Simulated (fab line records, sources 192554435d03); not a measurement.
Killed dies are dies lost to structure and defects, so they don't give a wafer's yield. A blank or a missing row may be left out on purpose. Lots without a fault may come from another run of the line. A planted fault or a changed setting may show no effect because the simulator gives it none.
Chamber matching | flow n5_finfet | N5_BEOL_M4_PECVD_72 on pecvd-02: 3 sister chambers
The step deposits SiO2 from TEOS/O2, target thk 16 nm, time 18 s. 16 wafers are shown with their chamber, then 8 later ones without.

WAFERS WITH THEIR CHAMBER
wafer  | chamber | showerhead_vpp_V (V) | throttle_valve_pct (%) | showerhead_plenum_p_Torr (Torr)
L074.1 | 1       | 1363                 | 22.9                   | 8.81
L074.4 | 1       | 1364                 | 23.0                   | 8.81
L074.6 | 0       | 1452                 | 23.4                   | 8.77
L078.1 | 2       | 1232                 | 21.9                   | 8.74
L078.3 | 0       | 1474                 | 23.2                   | 8.77
L078.5 | 1       | 1351                 | 23.4                   | 8.81
L079.1 | 0       | 1476                 | 23.2                   | 8.78
L079.2 | 2       | 1222                 | 21.2                   | 8.76
L079.4 | 2       | 1257                 | 21.7                   | 8.73
L081.1 | 1       | 1381                 | 23.1                   | 8.79
L081.5 | 1       | 1326                 | 23.1                   | 8.81
L081.6 | 2       | 1247                 | 21.5                   | 8.75
L084.1 | 2       | 1245                 | 21.5                   | 8.75
L084.2 | 1       | 1382                 | 23.4                   | 8.82
L084.3 | 0       | 1464                 | 23.6                   | 8.76
L095.1 | 1       | 1346                 | 23.3                   | 8.81

SIGNATURES (means of the wafers above)
reading                  | chamber 0 | chamber 1 | chamber 2 | scatter within a chamber
showerhead_vpp_V         | 1466.50   | 1359.00   | 1240.60   | 16.4
throttle_valve_pct       | 23.350    | 23.171    | 21.560    | 0.218
showerhead_plenum_p_Torr | 8.7700    | 8.8086    | 8.7460    | 0.00963
Rule: a wafer's distance from a chamber is the root of the sum, over the readings, of the square of ((its reading less the chamber's mean) divided by the reading's scatter). The wafer belongs to the nearest chamber; if the next one is less than 2 further off, it can't be placed. The scatter: the root of (the sum of the squares of (reading less its chamber's mean) over the shown wafers, divided by (wafers less chambers)).

WAFERS WITHOUT THEIR CHAMBER
wafer  | showerhead_vpp_V (V) | throttle_valve_pct (%) | showerhead_plenum_p_Torr (Torr)
L095.2 | 1218                 | 21.8                   | 8.75
L095.3 | 1465                 | 23.1                   | 8.77
L094.2 | 1375                 | 23.3                   | 8.82
L094.3 | 1467                 | 23.6                   | 8.76
L094.6 | 1343                 | 23.1                   | 8.82
L097.2 | 1255                 | 21.9                   | 8.72
L097.4 | 1344                 | 23.0                   | 8.79
L097.5 | 1450                 | 23.4                   | 8.76

WHICH CHAMBER EACH WENT THROUGH
wafer  | from the rows above | in truth
L095.2 | 2                   | 2
L095.3 | 0                   | 0
L094.2 | 1                   | 1
L094.3 | 0                   | 0
L094.6 | 1                   | 1
L097.2 | 2                   | 2
L097.4 | 1                   | 1
L097.5 | 0                   | 0
Placed correctly: 8 of 8. Can't be placed from these rows: 0. Placed wrongly: 0.
